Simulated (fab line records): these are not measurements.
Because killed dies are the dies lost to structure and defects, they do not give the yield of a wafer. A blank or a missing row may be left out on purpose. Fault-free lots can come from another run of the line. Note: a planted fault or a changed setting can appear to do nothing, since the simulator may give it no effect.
fab line records    flow n5Finfet
record: lots: 7  wafers: 20  lastDay: 17
route steps=1938 shown BEOL_M14@1750 PASSIVATION@1936
lots that met no fault: from a run of the same line without faults
startH: hours from the record's opening day to when the first of the lot's shown wafers began    waitH: hours elapsed since this lot's preceding step    " the same as in the row above    L1.1+2: several wafers, shown together as one row    - no value, or no start given    * or withheld: withheld    < > ~ a bound
route shown NAME@n: a module of which the file shows steps, and the number in the route of the first    usual: mean/standard deviation of fault-free wafers    same: alike in all rows    chamber/n: place in a boat    sites: each site's reading    _std_site: how widely they spread, as a standard deviation    _edge_site: inner sites' mean taken away from outer sites' mean    radiusMm: for every site, how far away it sits from the centre of the wafer    mask NAME#n: copy n    behind: the most recent tool/chamber to have shaped the wafer    hold: why the lot was held/for how many hours/how that ended    device: the n, p or np transistor that did not switch    end of line: tests of these same wafers at the route's end    a step given without rows: its recipe and nothing more    killed: dies that structure and defects cost at the first sort, which is not the same as the wafer's yield    map: a wafer's dies, x killed, . not, _ none there
set.NAME: the run value of the setting; set.NAME@STEP: its run value at that earlier step    model.NAME: the simulator's own value behind a step, which no gauge read
a table for each step, a row for each wafer; lots at some steps of the route
services: when a tool's chamber went out of use (startH, in hours from the record's first day, below 0 if earlier), for how many hours, and the reason
== steps ==
step: N5_BEOL_M14_ETCH_67
recipe: chemistry: CF4  target: SiARC  targetDepthA: 1430  timeS: 238.3  ionEnergyEv: 80  pressureMtorr: 40  sourceW: 545  biasW: 36  Ar_flow_sccm: 100  cf4FlowSccm: 100  ends: cleared
step: N5_BEOL_M14_ETCH_68
recipe: chemistry: N2/H2  target: SOC  maskMaterial: SiARC  sourceW: 3000  biasW: 350  tempC: 40  timeS: 450  ionEnergyEv: 200  pressureMtorr: 30  n2FlowSccm: 200  h2FlowSccm: 200
usual: drypumpMotorCurrentA: 6.0/0.4  n2FlowSccm: 199.9/0.64  oesProductAu: 0.79/0.091  rfFwdPowerW: 2993/9.2  rfVppV: 523.7/2.1  showerheadPlenumPTorr: 2.55/0.076  throttleValvePct: 17.84/0.29
same: timeS: 450
lot.wafer  tool        chamber  startH  waitH  drypumpMotorCurrentA  n2FlowSccm  oesProductAu  rfFwdPowerW  rfHoursCounterH  rfVppV  showerheadPlenumPTorr  throttleValvePct
L125.2     rieDiel-06  0        268.05  0.1    6.1                   200.3       0.84          2992         60               528.0   2.68                   17.81
L125.3     "           1        "       "      6.6                   200.6       0.90          2991         38               525.2   2.59                   17.44
L125.5     "           2        "       "      6.0                   199.2       0.92          3000         -                525.4   2.49                   17.59
L126.1     rieDiel-04  2        272.63  0.1    5.5                   199.3       0.79          2994         91               521.5   2.47                   17.71
L126.3     "           0        "       "      6.0                   198.6       0.69          2983         226              520.8   2.41                   17.73
L126.5     "           0        "       "      6.0                   198.9       0.71          2974         -                520.3   2.41                   17.74
L132.1     rieDiel-04  3        307.18  0.1    6.3                   199.1       0.97          2989         10               524.8   2.61                   17.23
L132.4     "           2        "       "      5.5                   198.8       0.77          2991         -                520.7   2.46                   17.72
L132.5     "           0        "       "      6.0                   199.1       0.69          2982         -                520.8   2.40                   17.76
L131.2     rieDiel-03  1        317.79  0.1    5.5                   199.5       0.68          3002         232              525.0   2.60                   17.73
L131.5     "           0        "       "      6.5                   199.9       0.83          2992         -                524.7   2.60                   18.26
L131.6     "           3        "       "      5.9                   199.5       0.69          2989         -                523.4   2.53                   18.30
L133.4     rieDiel-03  1        320.18  0.1    5.6                   199.5       0.69          2994         233              525.1   2.60                   17.72
L133.5     "           1        "       "      5.6                   200.1       0.68          2994         -                526.0   2.60                   17.72
L142.1     rieDiel-06  2        369.98  0.1    5.9                   200.7       0.87          2989         59               522.9   2.47                   17.65
L142.3     "           1        "       "      6.6                   200.2       0.84          3020         75               524.2   2.57                   17.49
L142.4     "           0        "       "      6.0                   200.6       0.79          2991         -                527.2   2.67                   17.88
L143.1     rieDiel-03  0        375.40  0.1    6.5                   200.0       0.81          3003         106              524.5   2.58                   18.31
L143.3     "           1        "       "      5.6                   200.1       0.66          2972         -                524.5   2.59                   17.77
L143.6     "           0        "       "      6.5                   200.7       0.80          3001         -                525.9   2.58                   18.29
step: N5_BEOL_M14_STRIP_69
recipe: chemistry: N2/H2  tempC: 40  n2FlowSccm: 200  h2FlowSccm: 200  rfFrequencyHz: 6e+07
step: N5_BEOL_M14_TRENCH_ETCH_34
recipe: chemistry: C4F8/O2/Ar  target: SiO2  targetDepthA: 5566.5  maskMaterial: SOC  heInnerTorr: 15  heOuterTorr: 30  timeS: 126.9  ionEnergyEv: 800  pressureMtorr: 20  sourceW: 1905  biasW: 2040  Ar_flow_sccm: 400  C4F8_flow_sccm: 16  O2_flow_sccm: 12
step: N5_BEOL_M14_STRIP_70
recipe: chemistry: C4F8/O2/Ar  resist: SiARC  rfFrequencyHz: 6e+07
step: N5_BEOL_M14_OCD_MEAS_35
usual: trenchDepthNm: 546/17
lot.wafer  tool    chamber  startH  waitH  trenchDepthNm
L125.2     ocd-02  -        268.48  0.0    560
L125.3     "       -        "       "      548
L125.5     "       -        "       "      552
L126.1     ocd-01  -        273.06  0.0    565
L126.3     "       -        "       "      530
L126.5     "       -        "       "      533
L132.1     ocd-02  -        307.61  0.0    565
L132.4     "       -        "       "      565
L132.5     "       -        "       "      535
L131.2     ocd-01  -        318.23  0.0    529
L131.5     "       -        "       "      540
L131.6     "       -        "       "      564
L133.4     ocd-01  -        320.62  0.0    526
L133.5     "       -        "       "      525
L142.1     ocd-01  -        370.41  0.0    560
L142.3     "       -        "       "      547
L142.4     "       -        "       "      557
L143.1     ocd-01  -        376.03  0.0    541
L143.3     "       -        "       "      517
L143.6     "       -        "       "      539
step: N5_BEOL_M14_STRIP_37
recipe: chemistry: O2  powerW: 600  tempC: 60  pressureMtorr: 30  rfFrequencyHz: 6e+07  biasPowerW: 0  overashFraction: 0.3  o2FlowSccm: 225
step: N5_BEOL_M14_ETCH_38
recipe: chemistry: CF4/N2  target: SiCN  targetDepthA: 1065  taperDeg: 2  timeS: 120.6  ionEnergyEv: 150  maskMaterial: SiO2  pressureMtorr: 40  sourceW: 430  biasW: 70  Ar_flow_sccm: 100  cf4FlowSccm: 60  n2FlowSccm: 60
step: N5_BEOL_M14_PRECLEAN_39
recipe: chemistry: residueRemover  timeS: 60  tempC: 40
step: N5_BEOL_M14_SRD_40
recipe: timeS: 30  tempC: 23  rinseLiquid: diw  dry: n2Spin  spinRpm: 1500  dryTimeS: 30
step: N5_BEOL_M14_DEGAS_41
recipe: ambient: vacuum  tempC: 300  timeS: 60
usual: heaterPowerW: 455/48  susceptorTempC: 299.99/0.18
same: timeS: 60
lot.wafer  tool           chamber  startH  waitH  heaterPowerW  susceptorTempC
L125.2     pvdSputter-03  -        268.89  0.1    393           299.92
L125.3     "              -        "       "      462           300.18
L125.5     "              -        "       "      449           300.17
L126.1     pvdSputter-01  -        274.49  0.4    519           300.02
L126.3     "              -        "       "      428           299.94
L126.5     "              -        "       "      437           300.08
L132.1     pvdSputter-01  -        309.61  0.5    390           299.93
L132.4     "              -        "       "      465           299.87
L132.5     "              -        "       "      380           299.71
L131.2     pvdSputter-01  -        319.66  0.4    425           300.32
L131.5     "              -        "       "      378           300.25
L131.6     "              -        "       "      421           299.83
L133.4     pvdSputter-01  -        322.16  0.9    530           299.85
L133.5     "              -        "       "      468           300.08
L142.1     pvdSputter-02  -        373.44  0.1    559           299.95
L142.3     "              -        "       "      480           299.74
L142.4     "              -        "       "      430           299.99
L143.1     pvdSputter-03  -        378.11  0.2    434           299.75
L143.3     "              -        "       "      417           300.24
L143.6     "              -        "       "      403           299.95
step: N5_BEOL_M14_PRE_CLEAN_42
recipe: gas: H2/He  timeS: 30  tempC: 300
usual: heaterPowerW: 455/48  susceptorTempC: 299.99/0.18
same: timeS: 30
lot.wafer  tool           chamber  startH  waitH  heaterPowerW  susceptorTempC
L125.2     pvdSputter-03  -        268.93  0.0    393           299.86
L125.3     "              -        "       "      458           299.95
L125.5     "              -        "       "      448           299.73
L126.1     pvdSputter-01  -        274.53  0.0    513           300.06
L126.3     "              -        "       "      423           300.21
L126.5     "              -        "       "      431           300.26
L132.1     pvdSputter-01  -        309.65  0.0    381           300.01
L132.4     "              -        "       "      460           300.06
L132.5     "              -        "       "      395           299.95
L131.2     pvdSputter-01  -        319.70  0.0    424           299.93
L131.5     "              -        "       "      390           300.21
L131.6     "              -        "       "      421           300.05
L133.4     pvdSputter-01  -        322.20  0.0    518           300.17
L133.5     "              -        "       "      474           300.10
L142.1     pvdSputter-02  -        373.48  0.0    542           300.23
L142.3     "              -        "       "      473           300.03
L142.4     "              -        "       "      425           300.18
L143.1     pvdSputter-03  -        378.15  0.0    434           300.17
L143.3     "              -        "       "      423           299.98
L143.6     "              -        "       "      386           300.14
step: N5_BEOL_M14_SPUTTER_43
recipe: material: TaN  targetThkA: 150  tempC: 50  biasV: 168.6  powerW: 15000  chamberPressurePa: 0.12  timeS: 24.19
usual: cathodeDcPowerW: 15000/2.9  susceptorTempC: 49.99/0.11  throttleValvePct: 30.0/0.98
lot.wafer  tool           chamber  startH  waitH  cathodeDcPowerW  susceptorTempC  throttleValvePct  model.TaN_of_BEOL_M14_SPUTTER_43.thkNm
L125.2     pvdSputter-03  -        268.97  0.0    14997            49.96           29.8              15.4
L125.3     "              -        "       "      14999            49.94           28.5              14.8
L125.5     "              -        "       "      15003            49.99           31.3              14.6
L126.1     pvdSputter-01  -        274.57  0.0    15001            49.90           30.9              15.4
L126.3     "              -        "       "      14999            49.82           30.6              15.2
L126.5     "              -        "       "      15003            49.89           30.4              15
L132.1     pvdSputter-01  -        309.69  0.0    15001            50.07           29.8              19.8
L132.4     "              -        "       "      15003            50.01           27.5              15
L132.5     "              -        "       "      15001            49.89           30.0              20
L131.2     pvdSputter-01  -        319.74  0.0    14998            49.84           30.5              15
L131.5     "              -        "       "      15001            50.13           30.0              19.8
L131.6     "              -        "       "      15000            50.10           30.4              15
L133.4     pvdSputter-01  -        322.24  0.0    15005            49.96           30.4              15
L133.5     "              -        "       "      15004            49.94           27.4              19.6
L142.1     pvdSputter-02  -        373.52  0.0    14999            49.99           30.3              14.8
L142.3     "              -        "       "      15001            49.87           30.3              15.2
L142.4     "              -        "       "      15000            50.06           30.5              15
L143.1     pvdSputter-03  -        378.19  0.0    15001            50.02           31.4              14.8
L143.3     "              -        "       "      14999            50.04           30.3              14.8
L143.6     "              -        "       "      14998            49.98           29.8              15.2
step: N5_BEOL_M14_SPUTTER_44
recipe: material: Ta  targetThkA: 150  tempC: 50  biasV: 80  powerW: 15000  chamberPressurePa: 0.07  timeS: 24.19
step: N5_BEOL_M14_SPUTTER_45
recipe: material: Cu  targetThkA: 1000  tempC: -20  biasV: 60  powerW: 26000  chamberPressurePa: 0.13  timeS: 16.67
usual: cathodeDcPowerW: 26000/4.9  susceptorTempC: -19.98/0.091  throttleValvePct: 30.0/1
same: timeS: 16.67
lot.wafer  tool           chamber  startH  waitH  cathodeDcPowerW  susceptorTempC  throttleValvePct
L125.2     pvdSputter-03  -        269.13  0.0    25994            -20.00          29.7
L125.3     "              -        "       "      25989            -20.04          28.3
L125.5     "              -        "       "      25999            -20.01          31.5
L126.1     pvdSputter-01  -        274.73  0.0    25998            -19.93          30.7
L126.3     "              -        "       "      25995            -20.03          30.5
L126.5     "              -        "       "      25990            -20.02          30.5
L132.1     pvdSputter-01  -        309.85  0.0    26002            -19.92          29.8
L132.4     "              -        "       "      26006            -19.83          27.7
L132.5     "              -        "       "      26004            -20.00          29.9
L131.2     pvdSputter-01  -        319.90  0.0    26000            -19.89          30.3
L131.5     "              -        "       "      25996            -19.84          30.0
L131.6     "              -        "       "      26007            -20.08          30.6
L133.4     pvdSputter-01  -        322.40  0.0    26004            -20.18          30.5
L133.5     "              -        "       "      25995            -19.83          27.7
L142.1     pvdSputter-02  -        373.68  0.0    25997            -19.91          30.3
L142.3     "              -        "       "      25996            -20.05          30.6
L142.4     "              -        "       "      26004            -20.01          30.4
L143.1     pvdSputter-03  -        378.35  0.0    25996            -20.15          31.1
L143.3     "              -        "       "      26005            -19.98          29.9
L143.6     "              -        "       "      25994            -20.01          29.4
step: N5_BEOL_M14_ECD_47
recipe: material: Cu  targetThkA: 12480
step: N5_BEOL_M14_ANNEAL_48
recipe: tempC: 225  timeS: 90  ambient: N2
usual: wafer_temp_C_max: 226.1/0.4
same: timeS: 90
lot.wafer  tool          chamber  startH  waitH  wafer_temp_C_max
L125.2     rtpAnneal-01  0        269.48  0.2    225.9
L125.3     "             0        "       "      225.6
L125.5     "             0        "       "      226.0
L126.1     rtpAnneal-02  0        275.04  0.1    226.0
L126.3     "             0        "       "      226.6
L126.5     "             0        "       "      226.4
L132.1     rtpAnneal-01  0        310.15  0.1    225.7
L132.4     "             0        "       "      226.2
L132.5     "             0        "       "      225.9
L131.2     rtpAnneal-02  0        320.27  0.2    226.0
L131.5     "             0        "       "      226.7
L131.6     "             0        "       "      226.5
L133.4     rtpAnneal-01  0        323.21  0.6    225.7
L133.5     "             0        "       "      225.8
L142.1     rtpAnneal-02  0        374.10  0.3    226.5
L142.3     "             0        "       "      226.4
L142.4     "             0        "       "      226.9
L143.1     rtpAnneal-02  0        378.94  0.4    226.5
L143.3     "             0        "       "      226.8
L143.6     "             0        "       "      226.6
step: N5_BEOL_M14_CMP_49
recipe: stopOn: SiO2  tOverpolishS: 5.2  downForcePsi: 2  platenRpm: 80  clearingPlatenDownForcePsi: 2  clearingPlatenRpm: 80  postCmpClean: cuAlkaline  targetThkNm: 560  clearingPlatenPadVelocityMS: 1.5917  padVelocityMS: 1.5917
usual: barrierFieldEndpointS: 11.3/0.33  edgeZonePressureFrac: 1.000/0.005  motorCurrentA: 7.8/0.45
lot.wafer  tool    chamber  startH  waitH  barrierFieldEndpointS  edgeZonePressureFrac  motorCurrentA
L125.2     cmp-03  2        269.73  0.2    11.3                   0.998                 7.8
L125.3     "       1        "       "      10.8                   0.998                 7.6
L125.5     "       2        "       "      11.0                   0.997                 8.0
L126.1     cmp-03  3        275.37  0.3    11.6                   1.014                 8.3
L126.3     "       1        "       "      11.3                   1.001                 7.8
L126.5     "       3        "       "      11.4                   1.007                 8.2
L132.4     cmp-03  0        310.49  0.2    11.5                   0.995                 7.3
L132.1     "       2        "       "      13.6                   0.989                 8.0
L132.5     "       0        "       "      13.4                   0.997                 7.6
L131.2     cmp-03  3        320.63  0.3    11.8                   0.993                 7.9
L131.6     "       0        "       "      11.5                   1.004                 7.7
L131.5     "       1        "       "      13.2                   0.997                 7.9
L133.4     cmp-03  2        323.46  0.2    11.8                   1.002                 7.9
L133.5     "       2        "       "      13.2                   0.995                 8.1
L142.3     cmp-03  0        374.40  0.2    10.9                   1.000                 7.7
L142.1     "       1        "       "      11.1                   0.994                 7.7
L142.4     "       2        "       "      11.7                   0.988                 7.7
L143.3     cmp-02  0        379.28  0.2    10.8                   0.997                 6.9
L143.1     "       1        "       "      11.0                   1.005                 7.4
L143.6     "       0        "       "      10.9                   0.995                 6.7
step: N5_BEOL_M14_THK_MEAS_50
recipe: thkMeasGauge: xrf  reads: Cu_of_BEOL_M14_ECD_47
usual: M14_THK: 534/17
lot.wafer  tool          chamber  startH  waitH  M14_THK[nm]
L125.2     filmMetro-02  -        270.03  -      544
L125.3     "             -        "       "      533
L125.5     "             -        "       "      537
L126.1     filmMetro-02  -        275.63  -      555
L126.3     "             -        "       "      517
L126.5     "             -        "       "      520
L132.1     filmMetro-02  -        310.75  -      553
L132.4     "             -        "       "      556
L132.5     "             -        "       "      520
L131.2     filmMetro-01  -        320.82  -      520
L131.5     "             -        "       "      524
L131.6     "             -        "       "      551
L133.4     filmMetro-01  -        323.72  -      508
L133.5     "             -        "       "      508
L142.1     filmMetro-02  -        374.69  -      552
L142.3     "             -        "       "      539
L142.4     "             -        "       "      550
L143.1     filmMetro-01  -        379.53  -      524
L143.3     "             -        "       "      502
L143.6     "             -        "       "      519
step: N5_PASSIVATION_PROBE_49
usual: defectLimitedYield: 91.2/1.5  killed_at_M0_to_M3: 31/10  killed_at_M4_up: 15/5.9  killedAtContacts: 13/6  killedAtFrontEnd: 41/11  killedAtOther: 4/3.1  killedDies: 104/18  killedOpen: 68/13  killedShort: 33/8.1  sort_bin_4_leakage: 0.00/0.03  sort_bin_5_function: 5.1/1.1  sort_bin_6_memory: 3.2/0.69  sortNPass: 1076/18  sortYieldPct: 91.2/1.5
same: grossDies: 1180  killedAtBackSide: 0  sort_bin_8_speed[%]: 0
lot.wafer  tool       chamber  startH  waitH  defectLimitedYield[%]  killed_at_M0_to_M3  killed_at_M4_up  killedAtContacts  killedAtFrontEnd  killedAtOther  killedDies  killedOpen  killedShort  sort_bin_4_leakage[%]  sort_bin_5_function[%]  sort_bin_6_memory[%]  sortNPass  sortYieldPct[%]
L126.1     prober-01  -        295.38  0.0    90.7                   36                  10               12                49                3              110         78          30           0                      5.5                     3.4                   1070       90.7
L126.3     prober-01  -        295.48  0.1    91.4                   27                  23               10                34                8              102         71          27           0                      4.9                     3.3                   1078       91.4
L126.5     prober-01  -        295.58  0.2    91.8                   35                  10               20                30                2              97          72          21           0                      5.3                     2.6                   1083       91.8
L132.1     prober-01  -        329.58  0.0    89.5                   35                  19               9                 54                7              124         75          49           0                      5.5                     4.5                   1056       89.5
L143.1     prober-02  -        401.08  0.0    87.2                   73                  12               14                49                3              151         102         49           0                      7.1                     5.3                   1029       87.2
L143.3     prober-02  -        401.18  0.1    89.5                   36                  14               14                58                2              124         74          50           0                      5.8                     4.3                   1056       89.5
L143.6     prober-02  -        401.33  0.3    86.9                   57                  18               21                54                4              154         110         44           0                      8.0                     4.4                   1026       86.9
killed by level:class
L126.1 FIN_SAQP:geometricParticle:open=20 MOL_CONTACT_COAG:geometricParticle:open=10 BEOL_M0_SAQP:geometricParticle:open=9 BEOL_M1:geometricParticle:open=9 BEOL_M0_SAQP:geometricParticle:short=7 FIN_SAQP:geometricParticle:short=6 DUMMY_GATE:geometricParticle:open=5 BEOL_M2:geometricParticle:open=5
L126.3 BEOL_M4:geometricParticle:open=12 MOL_CONTACT_COAG:geometricParticle:open=8 FIN_SAQP:geometricParticle:open=7 BEOL_M1:geometricParticle:open=5 MIM_TOP_ETCH:geometricParticle:open=5 STARTING-WAFER:geometricParticle:short=5 DUMMY_GATE:geometricParticle:open=4 GATE_CUT:geometricParticle:open=4
L126.5 MOL_CONTACT_COAG:geometricParticle:open=18 BEOL_M3:geometricParticle:open=11 BEOL_M2:geometricParticle:open=9 FIN_SAQP:geometricParticle:open=6 BEOL_M0_SAQP:geometricParticle:open=6 BEOL_M4:geometricParticle:open=5 BEOL_M0_SAQP:geometricParticle:short=4 HKMG_FIN:areaEtch=4
L132.1 FIN_SAQP:geometricParticle:short=15 FIN_SAQP:geometricParticle:open=14 BEOL_M2:geometricParticle:open=9 GATE_CUT:geometricParticle:short=8 STI_FIN_REVEAL:geometricParticle:open=7 MOL_CONTACT_COAG:geometricParticle:open=7 BEOL_M3:geometricParticle:open=7 BEOL_M4:geometricParticle:open=6
L143.1 BEOL_M0_SAQP:geometricParticle:open=21 STI_FIN_REVEAL:geometricParticle:open=15 BEOL_M0_SAQP:geometricParticle:short=14 MOL_CONTACT_COAG:geometricParticle:open=11 BEOL_M2:geometricParticle:open=11 BEOL_M3:geometricParticle:open=11 GATE_CUT:geometricParticle:short=9 BEOL_M4:geometricParticle:open=8
L143.3 STI_FIN_REVEAL:geometricParticle:open=21 FIN_SAQP:geometricParticle:short=16 MOL_CONTACT_COAG:geometricParticle:open=11 BEOL_M0_SAQP:geometricParticle:short=11 BEOL_M0_SAQP:geometricParticle:open=9 BEOL_M4:geometricParticle:open=9 BEOL_M3:geometricParticle:open=6 GATE_CUT:geometricParticle:short=5
L143.6 MOL_CONTACT_COAG:geometricParticle:open=19 STI_FIN_REVEAL:geometricParticle:open=17 BEOL_M0_SAQP:geometricParticle:open=16 BEOL_M2:geometricParticle:open=14 BEOL_M0_SAQP:geometricParticle:short=12 BEOL_M4:geometricParticle:open=11 FIN_SAQP:geometricParticle:short=9 ILD0:geometricParticle:open=5
== services ==
tool           chamber  startH  hours  kind
rieDiel-04     3        261.32  -      clean
rieDiel-04     3        261.32  -      consumableReplace:focusRing
rieDiel-04     3        261.32  18.6   scheduledDown
rieDiel-04     3        261.32  18.6   ventCycle
rieDiel-04     -        273.17  0.6    repair
rieDiel-04     1        300.68  13.4   repair
cmp-02         -        301.07  2.4    repair
rieDiel-04     0        318.84  5.6    repair
cmp-02         -        321.04  6.1    pm
rieDiel-06     3        325.95  5.6    repair
rieDiel-04     1        335.80  -      clean
rieDiel-04     1        335.80  -      consumableReplace:focusRing
rieDiel-04     1        335.80  14.1   scheduledDown
rieDiel-04     1        335.80  14.1   ventCycle
rieDiel-03     3        352.70  -      clean
rieDiel-03     3        352.70  -      consumableReplace:focusRing
rieDiel-03     3        352.70  27.8   scheduledDown
rieDiel-03     3        352.70  27.8   ventCycle
pvdSputter-03  -        352.72  1.3    repair
cmp-02         -        357.32  4.0    pm
cmp-03         -        365.68  2.6    repair
rieDiel-06     3        365.82  -      clean
rieDiel-06     3        365.82  -      consumableReplace:focusRing
cmp-03         -        371.80  0.6    repair
== key ==
firstSign: step: N5_BEOL_M14_CMP_49  reading: barrierFieldEndpointS  direction: up  sigmas: 6.1  usual: 11.3  struck: 13.4
effect none on later readings
modelEffect: step: N5_BEOL_M14_SPUTTER_43  value: TaN_of_BEOL_M14_SPUTTER_43.thkNm  without: 15.2  struck: 19.8
metAt N5_BEOL_M14_SPUTTER_43
struckWafers L131.5,L132.1,L132.5,L133.5
onsetBetween 274.57 309.69
fault: kind: processParameterDrift  tool: pvdSputter-01  chamber: -  onsetH: 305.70  steps: N5_BEOL_M14_SPUTTER_43  channel: timeS  offset: *  shape: step  endH: 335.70  scope: struckWafersOnly  actsIn: *  stated: *
